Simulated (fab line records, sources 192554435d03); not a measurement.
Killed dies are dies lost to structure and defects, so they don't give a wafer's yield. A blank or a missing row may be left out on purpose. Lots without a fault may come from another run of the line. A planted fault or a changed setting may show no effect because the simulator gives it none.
fab line records | flow n5_finfet | part 1 of 2: steps 1 to 19 of 28
record lots=5 wafers=15 last_day=20
route steps=1938 shown BEOL_M10@1504
lots that met no fault: from a run of the same line without faults
start_h: hours from the record's first day to the start of the lot's first wafer shown | wait_h: hours since the lot's step before | " the same as in the row above | L1.1+2: a row that stands for several wafers | - no value, or no start given | * or withheld: withheld | < > ~ a bound
route shown NAME@n: a module of which the file shows steps, and the number in the route of the first | usual: mean/standard deviation of fault-free wafers | same: alike in all rows | chamber/n: place in a boat | sites: the reading at each site | _std_site: their standard deviation | _edge_site: outer sites' mean less inner sites' | radius_mm: how far each site lies from the wafer's centre | mask NAME#n: copy n | behind: the tool/chamber that last shaped the wafer | hold: why the lot was held/for how many hours/how that ended | device: the transistor (n, p or np) that didn't switch | end of line: the same wafers' tests at the end of the route | a step without rows: its recipe alone | killed: dies lost to structure and defects at the first sort, not the wafer's yield | map: a wafer's dies, x killed, . not, _ none there
set.NAME: the setting as run; set.NAME@STEP: as run at that earlier step | model.NAME: the simulator's own value behind a step, which no gauge read
lots at some steps of the route; a table a step, a row a wafer
services: from which hour (start_h, from the record's first day; less than 0 if before it) a tool's chamber was out of use, for how many hours, and why
## steps
# step N5_BEOL_M10_INSPECT_30
# recipe mode=adi inspect_instrument=brightfield
# usual raw_defect_count=437/120
# columns lot.wafer tool chamber start_h wait_h raw_defect_count
L084.2 defect_inspect-01 - 341.32 0.0 423
L084.4 " - " " 366
L084.6 " - " " 455
L088.1 defect_inspect-01 - 373.40 0.0 517
L088.2 " - " " 677
L088.4 " - " " 586
L089.1 defect_inspect-02 - 378.60 0.0 413
L089.4 " - " " 348
L089.6 " - " " 554
L097.1 defect_inspect-02 - 417.44 0.0 398
L097.4 " - " " 293
L097.6 " - " " 269
L096.3 defect_inspect-02 - 425.12 0.0 518
L096.5 " - " " 314
L096.6 " - " " 388
# step N5_BEOL_M10_DESCUM_33
# recipe chemistry=O2 time_s=7.9 source_power_w=50 bias_power_w=20 pressure_mtorr=20 rf_frequency_hz=2.712e+07 temp_c=40 resist=CAR-ArF o2_flow_sccm=225
# usual drypump_motor_current_A=5.8/0.5 oes_product_au=0.83/0.1 rf_vpp_V=243.5/1.4 showerhead_plenum_p_Torr=2.12/0.069 throttle_valve_pct=20.43/0.26
# columns lot.wafer tool chamber start_h wait_h drypump_motor_current_A oes_product_au rf_hours_counter_h rf_vpp_V showerhead_plenum_p_Torr throttle_valve_pct
L084.2 rie_diel-04 2 341.36 0.0 5.3 0.95 19 244.9 2.23 20.40
L084.4 " 1 " " 6.2 0.74 - 241.7 2.09 20.89
L084.6 " 3 " " 6.0 0.96 - 244.8 2.15 20.06
L088.1 rie_diel-01 2 373.53 0.1 5.2 0.78 128 244.1 2.11 20.74
L088.2 " 0 " " 6.0 0.80 87 241.9 2.02 20.33
L088.4 " 1 " " 6.5 0.86 62 243.2 2.04 20.17
L089.1 rie_diel-01 3 378.63 0.0 5.8 0.99 9 242.1 2.05 20.36
L089.4 " 1 " " 6.5 0.86 64 242.2 2.04 20.19
L089.6 " 0 " " 6.0 0.81 - 243.0 2.02 20.33
L097.1 rie_diel-04 0 417.64 0.2 5.8 0.89 28 245.4 2.23 20.37
L097.4 " 2 " " 5.3 0.89 49 244.4 2.22 20.43
L097.6 " 2 " " 5.3 0.90 - 245.5 2.22 20.43
L096.3 rie_diel-01 3 425.15 0.0 5.8 0.93 28 244.1 2.04 20.40
L096.5 " 1 " " 6.5 0.84 - 242.1 2.04 20.21
L096.6 " 2 " " 5.2 0.77 - 242.3 2.10 20.77
# step N5_BEOL_M10_ETCH_65
# recipe chemistry=CF4 target=SiARC target_depth_a=390 mask_material=CAR-ArF time_s=65 ion_energy_ev=80 pressure_mtorr=40 source_w=545 bias_w=36 Ar_flow_sccm=100 cf4_flow_sccm=100 ends=cleared
# usual drypump_motor_current_A=5.8/0.51 etch_rf_on_time_s=64.5/1.1 oes_product_au=0.71/0.085 rf_vpp_V=184.4/1.2 showerhead_plenum_p_Torr=2.17/0.066 throttle_valve_pct=15.59/0.26
# columns lot.wafer tool chamber start_h wait_h drypump_motor_current_A etch_rf_on_time_s oes_product_au rf_hours_counter_h rf_vpp_V showerhead_plenum_p_Torr throttle_valve_pct
L084.2 rie_diel-04 2 341.39 0.0 5.3 65.3 0.80 19 184.5 2.27 15.52
L084.4 " 1 " " 6.2 65.1 0.63 - 182.8 2.14 16.04
L084.6 " 3 " " 6.0 63.1 0.82 - 184.0 2.20 15.16
L088.1 rie_diel-01 2 373.57 0.0 5.2 66.7 0.67 128 183.2 2.15 15.85
L088.2 " 0 " " 6.0 64.9 0.68 87 185.3 2.07 15.49
L088.4 " 1 " " 6.5 64.6 0.73 62 183.6 2.09 15.35
L089.1 rie_diel-01 3 378.67 0.0 5.8 63.8 0.84 9 183.8 2.10 15.45
L089.4 " 1 " " 6.5 64.8 0.72 64 182.4 2.09 15.36
L089.6 " 0 " " 6.0 64.8 0.68 - 183.1 2.07 15.50
L097.1 rie_diel-04 0 417.67 0.0 5.7 64.0 0.77 28 184.4 2.27 15.49
L097.4 " 2 " " 5.3 64.5 0.75 49 185.3 2.26 15.56
L097.6 " 2 " " 5.3 64.7 0.76 - 185.9 2.26 15.58
L096.3 rie_diel-01 3 425.19 0.0 5.7 64.1 0.79 28 183.9 2.09 15.50
L096.5 " 1 " " 6.5 64.4 0.71 - 183.4 2.09 15.38
L096.6 " 2 " " 5.2 65.8 0.65 - 183.3 2.14 15.90
# step N5_BEOL_M10_ETCH_66
# recipe chemistry=N2/H2 target=SOC target_depth_a=1200 overetch_a=240 mask_material=SiARC temp_c=40 time_s=180 ion_energy_ev=200 pressure_mtorr=30 source_w=840 bias_w=150 n2_flow_sccm=200 h2_flow_sccm=200
# usual drypump_motor_current_A=5.8/0.51 oes_product_au=0.67/0.075 rf_vpp_V=524.7/2.4 showerhead_plenum_p_Torr=2.57/0.085 throttle_valve_pct=17.81/0.26
# columns lot.wafer tool chamber start_h wait_h drypump_motor_current_A oes_product_au rf_hours_counter_h rf_vpp_V showerhead_plenum_p_Torr throttle_valve_pct
L084.2 rie_diel-04 2 341.44 0.0 5.3 0.75 19 529.1 2.71 17.72
L084.4 " 1 " " 6.2 0.60 - 523.6 2.53 18.24
L084.6 " 3 " " 6.0 0.77 - 527.3 2.60 17.46
L088.1 rie_diel-01 2 373.62 0.0 5.2 0.64 128 524.5 2.55 18.15
L088.2 " 0 " " 6.0 0.64 87 522.1 2.47 17.83
L088.4 " 1 " " 6.5 0.69 62 524.3 2.47 17.44
L089.1 rie_diel-01 3 378.72 0.0 5.8 0.78 9 524.6 2.49 17.69
L089.4 " 1 " " 6.5 0.68 64 522.4 2.47 17.45
L089.6 " 0 " " 6.0 0.64 - 521.9 2.46 17.84
L097.1 rie_diel-04 0 417.72 0.0 5.8 0.72 28 528.3 2.71 17.80
L097.4 " 2 " " 5.3 0.71 49 528.0 2.70 17.79
L097.6 " 2 " " 5.3 0.71 - 527.8 2.70 17.79
L096.3 rie_diel-01 3 425.24 0.0 5.8 0.75 28 522.8 2.49 17.70
L096.5 " 1 " " 6.5 0.67 - 522.2 2.46 17.47
L096.6 " 2 " " 5.2 0.63 - 523.9 2.54 18.18
# step N5_BEOL_M10_STRIP_69
# recipe chemistry=N2/H2 temp_c=40 n2_flow_sccm=200 h2_flow_sccm=200 rf_frequency_hz=6e+07
# columns lot.wafer tool chamber start_h wait_h
L084.2+4+6 rie_diel-04 2,1,3 341.56 0.1
L088.1+2+4 rie_diel-01 2,0,1 373.73 0.1
L089.1+4+6 rie_diel-01 3,1,0 378.83 0.1
L097.1+4+6 rie_diel-04 0,2,2 417.84 0.1
L096.3+5+6 rie_diel-01 3,1,2 425.35 0.1
# step N5_BEOL_M10_VIA_ETCH_34
# recipe chemistry=C4F6/O2 target=SiCOH_lowk target_depth_a=1845 mask_material=SOC taper_deg=4 time_s=69.2 ion_energy_ev=250 pressure_mtorr=30 source_w=345 bias_w=185 Ar_flow_sccm=300 C4F6_flow_sccm=10 O2_flow_sccm=10
# usual drypump_motor_current_A=5.8/0.51 oes_ar_750_au=0.82/0.092 oes_product_au=0.83/0.1 rf_vpp_V=665/8.3 showerhead_plenum_p_Torr=2.88/0.087 throttle_valve_pct=20.89/0.25
# columns lot.wafer tool chamber start_h wait_h drypump_motor_current_A oes_ar_750_au oes_product_au rf_hours_counter_h rf_vpp_V showerhead_plenum_p_Torr throttle_valve_pct
L084.2 rie_diel-04 2 341.57 0.0 5.3 0.93 0.94 19 677 3.02 20.85
L084.4 " 1 " " 6.2 0.75 0.74 - 667 2.84 21.36
L084.6 " 3 " " 6.0 0.96 0.98 - 660 2.92 20.51
L088.1 rie_diel-01 2 373.74 0.0 5.2 0.78 0.78 128 653 2.86 21.18
L088.2 " 0 " " 6.0 0.79 0.79 87 651 2.76 20.84
L088.4 " 1 " " 6.6 0.84 0.86 62 657 2.78 20.63
L089.1 rie_diel-01 3 378.84 0.0 5.8 0.96 0.97 9 672 2.78 20.76
L089.4 " 1 " " 6.5 0.84 0.85 64 657 2.78 20.64
L089.6 " 0 " " 6.0 0.80 0.79 - 652 2.76 20.85
L097.1 rie_diel-04 0 417.85 0.0 5.7 0.88 0.90 28 681 3.02 20.84
L097.4 " 2 " " 5.3 0.88 0.88 49 676 3.01 20.90
L097.6 " 2 " " 5.3 0.87 0.89 - 675 3.01 20.90
L096.3 rie_diel-01 3 425.36 0.0 5.8 0.91 0.93 28 671 2.77 20.78
L096.5 " 1 " " 6.5 0.82 0.84 - 657 2.77 20.67
L096.6 " 2 " " 5.2 0.77 0.76 - 654 2.85 21.22
# step N5_BEOL_M10_STRIP_73
# recipe chemistry=C4F6/O2 resist=SiARC rf_frequency_hz=6e+07
# columns lot.wafer tool chamber start_h wait_h
L084.2+4+6 rie_diel-04 2,1,3 341.62 0.0
L088.1+2+4 rie_diel-01 2,0,1 373.79 0.0
L089.1+4+6 rie_diel-01 3,1,0 378.89 0.0
L097.1+4+6 rie_diel-04 0,2,2 417.90 0.0
L096.3+5+6 rie_diel-01 3,1,2 425.41 0.0
# step N5_BEOL_M10_STRIP_36
# recipe chemistry=N2/H2 power_w=450 temp_c=40 pressure_mtorr=20 rf_frequency_hz=6e+07 overash_fraction=0.3 bias_power_w=7 h2_frac=0.5 n2_flow_sccm=200 h2_flow_sccm=200
# usual drypump_motor_current_A=5.8/0.51 oes_product_au=0.83/0.1 rf_vpp_V=59.2/2 showerhead_plenum_p_Torr=2.57/0.085 throttle_valve_pct=23.66/0.28
# columns lot.wafer tool chamber start_h wait_h drypump_motor_current_A oes_product_au rf_hours_counter_h rf_vpp_V showerhead_plenum_p_Torr throttle_valve_pct
L084.2 rie_diel-04 2 341.63 0.0 5.3 0.96 19 60.7 2.71 23.57
L084.4 " 1 " " 6.3 0.73 - 53.8 2.53 24.13
L084.6 " 3 " " 6.0 0.98 - 56.5 2.60 23.45
L088.1 rie_diel-01 2 373.80 0.0 5.2 0.79 128 60.2 2.55 24.06
L088.2 " 0 " " 6.0 0.79 87 57.4 2.46 23.77
L088.4 " 1 " " 6.5 0.85 62 57.2 2.46 23.22
L089.1 rie_diel-01 3 378.90 0.0 5.7 1.00 9 60.8 2.49 23.54
L089.4 " 1 " " 6.5 0.87 64 60.1 2.46 23.22
L089.6 " 0 " " 6.0 0.80 - 60.9 2.46 23.77
L097.1 rie_diel-04 0 417.91 0.0 5.8 0.90 28 60.4 2.71 23.72
L097.4 " 2 " " 5.3 0.89 49 63.7 2.70 23.62
L097.6 " 2 " " 5.3 0.91 - 61.8 2.70 23.63
L096.3 rie_diel-01 3 425.42 0.0 5.8 0.92 28 62.3 2.48 23.58
L096.5 " 1 " " 6.5 0.85 - 58.8 2.46 23.23
L096.6 " 2 " " 5.2 0.75 - 57.8 2.54 24.10
# step N5_BEOL_M10_TRENCH_ETCH_37
# recipe chemistry=C4F6/O2 target_depth_a=1488.3 target=SiCOH_lowk time_s=48 ion_energy_ev=250 pressure_mtorr=30 source_w=345 bias_w=185 Ar_flow_sccm=300 C4F6_flow_sccm=10 O2_flow_sccm=10
# usual drypump_motor_current_A=5.8/0.51 oes_ar_750_au=0.82/0.092 oes_product_au=0.83/0.1 rf_vpp_V=665/8.3 showerhead_plenum_p_Torr=2.88/0.087 throttle_valve_pct=20.92/0.25
# columns lot.wafer tool chamber start_h wait_h drypump_motor_current_A oes_ar_750_au oes_product_au rf_hours_counter_h rf_vpp_V showerhead_plenum_p_Torr throttle_valve_pct
L084.2 rie_diel-04 2 - - 5.3 0.93 0.96 19 677 3.02 20.87
L084.4 " 1 " " 6.2 0.75 0.74 - 668 2.84 21.40
L084.6 " 3 " " 6.0 0.95 0.97 - 660 2.92 20.55
L088.1 rie_diel-01 2 - - 5.2 0.78 0.78 128 654 2.86 21.20
L088.2 " 0 " " 6.0 0.79 0.79 87 651 2.76 20.89
L088.4 " 1 " " 6.5 0.86 0.86 62 657 2.78 20.67
L089.1 rie_diel-01 3 - - 5.8 0.97 0.98 9 670 2.78 20.79
L089.4 " 1 " " 6.5 0.85 0.86 64 658 2.78 20.68
L089.6 " 0 " " 6.0 0.80 0.79 - 652 2.76 20.87
L097.1 rie_diel-04 0 - - 5.8 0.88 0.91 28 680 3.02 20.88
L097.4 " 2 " " 5.3 0.87 0.89 49 675 3.01 20.92
L097.6 " 2 " " 5.3 0.88 0.88 - 674 3.01 20.92
L096.3 rie_diel-01 3 - - 5.8 0.93 0.92 28 672 2.77 20.83
L096.5 " 1 " " 6.5 0.83 0.84 - 657 2.77 20.68
L096.6 " 2 " " 5.2 0.76 0.76 - 655 2.85 21.23
# step N5_BEOL_M10_ETCH_41
# recipe chemistry=CH3F/O2 target=SiCN target_depth_a=426 taper_deg=2 time_s=86 ion_energy_ev=120 mask_material=TiN pressure_mtorr=30 source_w=395 bias_w=75 Ar_flow_sccm=150 CH3F_flow_sccm=30 O2_flow_sccm=20
# usual drypump_motor_current_A=5.8/0.5 oes_product_au=0.83/0.1 rf_vpp_V=297.8/1.4 showerhead_plenum_p_Torr=2.02/0.064 throttle_valve_pct=16.30/0.25
# columns lot.wafer tool chamber start_h wait_h drypump_motor_current_A oes_product_au rf_hours_counter_h rf_vpp_V showerhead_plenum_p_Torr throttle_valve_pct
L084.2 rie_diel-04 2 - - 5.3 0.94 19 299.5 2.13 16.24
L084.4 " 1 " " 6.2 0.74 - 297.1 2.00 16.76
L084.6 " 3 " " 6.0 0.97 - 299.3 2.05 15.86
L088.1 rie_diel-01 2 - - 5.2 0.78 128 298.3 2.01 16.57
L088.2 " 0 " " 6.0 0.79 87 295.9 1.94 16.25
L088.4 " 1 " " 6.5 0.86 62 296.8 1.95 16.05
L089.1 rie_diel-01 3 - - 5.8 0.98 9 298.7 1.96 16.15
L089.4 " 1 " " 6.5 0.85 64 295.3 1.95 16.05
L089.6 " 0 " " 6.0 0.79 - 296.0 1.94 16.26
L097.1 rie_diel-04 0 - - 5.7 0.90 28 299.3 2.13 16.22
L097.4 " 2 " " 5.3 0.89 49 298.4 2.12 16.29
L097.6 " 2 " " 5.3 0.88 - 299.0 2.12 16.30
L096.3 rie_diel-01 3 - - 5.8 0.93 28 298.3 1.95 16.18
L096.5 " 1 " " 6.5 0.84 - 296.6 1.94 16.09
L096.6 " 2 " " 5.2 0.77 - 297.8 2.00 16.60
# step N5_BEOL_M10_STRIP_77
# recipe chemistry=N2/H2 time_s=10 power_w=450 temp_c=40 pressure_mtorr=20 rf_frequency_hz=6e+07 bias_power_w=7 n2_flow_sccm=200 h2_flow_sccm=200
# usual drypump_motor_current_A=5.8/0.51 oes_product_au=0.83/0.1 rf_vpp_V=59.2/0.8 showerhead_plenum_p_Torr=2.57/0.085 throttle_valve_pct=23.66/0.28
# columns lot.wafer tool chamber start_h wait_h drypump_motor_current_A oes_product_au rf_hours_counter_h rf_vpp_V showerhead_plenum_p_Torr throttle_valve_pct
L084.2 rie_diel-04 2 - - 5.3 0.96 19 58.6 2.71 23.59
L084.4 " 1 " " 6.2 0.74 - 59.2 2.53 24.14
L084.6 " 3 " " 6.0 0.96 - 59.5 2.60 23.46
L088.1 rie_diel-01 2 - - 5.2 0.78 128 59.3 2.55 24.07
L088.2 " 0 " " 6.0 0.80 87 59.0 2.46 23.74
L088.4 " 1 " " 6.5 0.86 62 58.1 2.46 23.21
L089.1 rie_diel-01 3 - - 5.8 0.97 9 59.3 2.49 23.57
L089.4 " 1 " " 6.5 0.86 64 57.9 2.46 23.23
L089.6 " 0 " " 6.0 0.79 - 58.4 2.46 23.77
L097.1 rie_diel-04 0 - - 5.8 0.90 28 59.4 2.71 23.71
L097.4 " 2 " " 5.3 0.88 49 59.3 2.70 23.64
L097.6 " 2 " " 5.3 0.88 - 59.9 2.70 23.63
L096.3 rie_diel-01 3 - - 5.8 0.93 28 60.7 2.48 23.58
L096.5 " 1 " " 6.5 0.83 - 59.0 2.46 23.25
L096.6 " 2 " " 5.2 0.76 - 58.2 2.54 24.11
# step N5_BEOL_M10_OCD_MEAS_38
# usual trench_depth_nm=149.3/2.6
# columns lot.wafer tool chamber start_h wait_h trench_depth_nm
L084.2 ocd-01 - 341.85 - 151.6
L084.4 " - " " 148.8
L084.6 " - " " 153.1
L088.1 ocd-01 - 374.02 - 146.4
L088.2 " - " " 147.4
L088.4 " - " " 150.4
L089.1 ocd-01 - 379.12 - 151.6
L089.4 " - " " 151.0
L089.6 " - " " 146.5
L097.1 ocd-01 - 418.13 - 154.9
L097.4 " - " " 151.3
L097.6 " - " " 151.3
L096.3 ocd-01 - 425.65 - 151.6
L096.5 " - " " 151.0
L096.6 " - " " 147.0
# step N5_BEOL_M10_HM_STRIP_39
# recipe chemistry=peroxide_tin_strip material=TiN target_depth_a=250 temp_c=50 time_s=158
# columns lot.wafer tool chamber start_h wait_h
L084.2+4+6 wet_bench-01 7,0,1 341.88 0.0
L088.1+2+4 wet_bench-02 0,7,3 374.06 0.0
L089.1+4+6 wet_bench-02 3,1,5 379.16 0.0
L097.1+4+6 wet_bench-03 0,5,1 418.16 0.0
L096.3+5+6 wet_bench-03 6,5,4 425.69 0.0
# step N5_BEOL_M10_SRD_40
# recipe time_s=30 temp_c=23 rinse_liquid=diw dry=ipa_marangoni
# columns lot.wafer tool chamber start_h wait_h
L084.2+4+6 wet_bench-01 7,0,1 341.93 0.0
L088.1+2+4 wet_bench-02 0,7,3 374.11 0.0
L089.1+4+6 wet_bench-02 3,1,5 379.20 0.0
L097.1+4+6 wet_bench-03 0,5,1 418.21 0.0
L096.3+5+6 wet_bench-03 6,5,4 425.74 0.0
# step N5_BEOL_M10_PRECLEAN_42
# recipe chemistry=residue_remover time_s=60 temp_c=40
# columns lot.wafer tool chamber start_h wait_h
L084.2+4+6 wet_bench-01 7,0,1 341.95 0.0
L088.1+2+4 wet_bench-02 0,7,3 374.13 0.0
L089.1+4+6 wet_bench-02 3,1,5 379.22 0.0
L097.1+4+6 wet_bench-03 0,5,1 418.23 0.0
L096.3+5+6 wet_bench-03 6,5,4 425.75 0.0
# step N5_BEOL_M10_SRD_43
# recipe time_s=30 temp_c=23 rinse_liquid=diw dry=ipa_marangoni
# columns lot.wafer tool chamber start_h wait_h
L084.2+4+6 wet_bench-01 7,0,1 341.96 0.0
L088.1+2+4 wet_bench-02 0,7,3 374.14 0.0
L089.1+4+6 wet_bench-02 3,1,5 379.24 0.0
L097.1+4+6 wet_bench-03 0,5,1 418.24 0.0
L096.3+5+6 wet_bench-03 6,5,4 425.77 0.0
# step N5_BEOL_M10_CD_MEAS_35
# recipe target_cd_nm=70 polarity=opening
# usual cd_nm=70.1/0.53
# columns lot.wafer tool chamber start_h wait_h cd_nm
L084.2 cd_sem-01 - 342.00 0.0 69.7
L084.4 " - " " 69.9
L084.6 " - " " 70.1
L088.1 cd_sem-03 - 374.18 0.0 69.7
L088.2 " - " " 69.2
L088.4 " - " " 70.2
L089.1 cd_sem-03 - 379.28 0.0 70.1
L089.4 " - " " 70.0
L089.6 " - " " 70.5
L097.1 cd_sem-03 - 418.28 0.0 70.3
L097.4 " - " " 70.0
L097.6 " - " " 71.5
L096.3 cd_sem-01 - 425.82 0.0 69.7
L096.5 " - " " 70.0
L096.6 " - " " 69.3
# step N5_BEOL_M10_CURE_72
# recipe temp_c=370 time_s=120 ambient=DMADMS/He material=SiCOH_lowk
# usual lamp_power_pct=52.32/0.051 wafer_temp_C_max=372.0/0.89
# columns lot.wafer tool chamber start_h wait_h lamp_power_pct wafer_temp_C_max
L084.2 uv_cure-02 2 342.09 0.1 52.26 372.2
L084.4 " 2 " " 52.28 372.1
L084.6 " 2 " " 52.25 372.3
L088.1 uv_cure-02 2 374.26 0.1 52.19 372.4
L088.2 " 2 " " 52.27 371.7
L088.4 " 2 " " 52.33 371.7
L089.1 uv_cure-02 0 379.32 0.0 52.35 373.0
L089.4 " 0 " " 52.38 374.3
L089.6 " 0 " " 52.32 372.6
L097.1 uv_cure-03 1 418.33 0.0 52.40 371.6
L097.4 " 1 " " 52.34 371.2
L097.6 " 1 " " 52.26 370.8
L096.3 uv_cure-01 2 425.96 0.1 52.34 370.9
L096.5 " 2 " " 52.36 371.2
L096.6 " 2 " " 52.38 370.9
# step N5_BEOL_M10_DEGAS_44
# recipe ambient=vacuum temp_c=250 time_s=60
# usual heater_power_w=321/42
# columns lot.wafer tool chamber start_h wait_h heater_power_w
L084.2 pvd_sputter-01 - 343.22 1.1 341
L084.4 " - " " 282
L084.6 " - " " 339
L088.1 pvd_sputter-02 - 374.61 0.3 273
L088.2 " - " " 325
L088.4 " - " " 271
L089.1 pvd_sputter-03 - 379.95 0.6 316
L089.4 " - " " 373
L089.6 " - " " 312
L097.1 pvd_sputter-03 - 418.66 0.3 394
L097.4 " - " " 334
L097.6 " - " " 374
L096.3 pvd_sputter-02 - 426.18 0.2 288
L096.5 " - " " 266
L096.6 " - " " 272
